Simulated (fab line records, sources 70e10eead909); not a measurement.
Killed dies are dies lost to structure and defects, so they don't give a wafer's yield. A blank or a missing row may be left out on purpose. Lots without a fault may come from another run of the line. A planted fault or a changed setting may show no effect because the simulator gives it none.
Chamber matching | flow nand_harc | NHARC_P_M0_DEP_32 on pecvd-03: 3 sister chambers
The step deposits SiCN, target thk 30 nm. 6 wafers are shown with their chamber, then 10 later ones without.

WAFERS WITH THEIR CHAMBER
wafer  | chamber | heater_power_w (W) | heater_power_outer_w (W)
L081.3 | 2       | 582                | 350
L082.2 | 2       | 602                | 369
L085.1 | 0       | 463                | 269
L085.4 | 1       | 617                | 348
L087.1 | 1       | 607                | 339
L087.4 | 0       | 477                | 283

WAFERS WITHOUT THEIR CHAMBER
wafer  | heater_power_w (W) | heater_power_outer_w (W)
L087.6 | 607                | 333
L090.2 | 610                | 348
L090.3 | 503                | 294
L090.6 | 621                | 351
L092.4 | 486                | 283
L092.5 | 576                | 338
L092.6 | 667                | 372
L093.2 | 490                | 299
L093.3 | 619                | 367
L093.6 | 607                | 343

WHICH CHAMBER EACH WENT THROUGH
wafer  | from the rows above     | in truth
L087.6 | can't be placed: 1 or 2 | 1
L090.2 | can't be placed: 1 or 2 | 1
L090.3 | 0                       | 0
L090.6 | can't be placed: 1 or 2 | 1
L092.4 | 0                       | 0
L092.5 | can't be placed: 2 or 1 | 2
L092.6 | can't be placed: 1 or 2 | 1
L093.2 | 0                       | 0
L093.3 | can't be placed: 1 or 2 | 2
L093.6 | can't be placed: 1 or 2 | 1
Placed correctly: 3 of 10. Can't be placed from these rows: 7 (the true chamber is among the candidates in 7). Placed wrongly: 0.
How it was worked out, from the rows above alone: a wafer's distance from a chamber is the root of the sum, over the readings, of the square of ((its reading less the chamber's mean) divided by the reading's scatter). The wafer belongs to the nearest chamber; if the next one is less than 2 further off, it can't be placed. A chamber's mean is the mean of its shown wafers. The scatter: the root of (the sum of the squares of (reading less its chamber's mean) over the shown wafers, divided by (wafers less chambers)).
